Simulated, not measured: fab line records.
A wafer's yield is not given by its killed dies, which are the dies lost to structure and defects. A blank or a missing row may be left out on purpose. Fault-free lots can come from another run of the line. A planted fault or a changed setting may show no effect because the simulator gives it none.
Chamber matching | flow nandHarc | NHARC_A_CONTACT_ETCH_90 on rieDiel-11 has 4 sister chambers
The step etches the open film in CH3F/O2, target depth 40 nm, time 85.7 s. 4 wafers are shown with their chamber, then 10 later ones without.

== WAFERS, EACH WITH ITS CHAMBER ==
wafer  | chamber | showerheadPlenumPTorr (Torr)
L296.6 | 1       | 2.43
L300.2 | 0       | 2.41
L302.1 | 2       | 2.29
L302.2 | 3       | 2.55

== WAFERS WHOSE CHAMBER IS MISSING ==
wafer  | showerheadPlenumPTorr (Torr)
L302.5 | 2.41
L308.1 | 2.28
L308.2 | 2.40
L308.3 | 2.54
L310.4 | 2.54
L310.5 | 2.42
L310.6 | 2.40
L312.3 | 2.28
L312.4 | 2.42
L312.5 | 2.42

== WHICH CHAMBER EACH ONE RAN IN ==
wafer  | from the rows above     | in truth
L302.5 | 0                       | 0
L308.1 | 2                       | 2
L308.2 | 0                       | 0
L308.3 | 3                       | 3
L310.4 | 3                       | 3
L310.5 | can't be placed: 0 or 1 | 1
L310.6 | 0                       | 0
L312.3 | 2                       | 2
L312.4 | can't be placed: 0 or 1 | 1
L312.5 | can't be placed: 0 or 1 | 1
Correct placement for 7 of the 10. These rows do not allow placing 3 (true chamber among the candidates in 3). Wrongly placed: 0.
How it was worked out, from the rows above alone: a wafer's distance from a chamber is the root of the sum, over the readings, of the square of ((its reading less the chamber's mean) divided by the reading's scatter). If the next closest chamber is less than 2 further off than the closest, the wafer can't be placed; otherwise it belongs to the closest. The mean given for a chamber averages the wafers shown for that chamber. The scatter: with one shown wafer a chamber, the root of the mean of the squares of how far each hidden wafer lies from its nearest shown one.
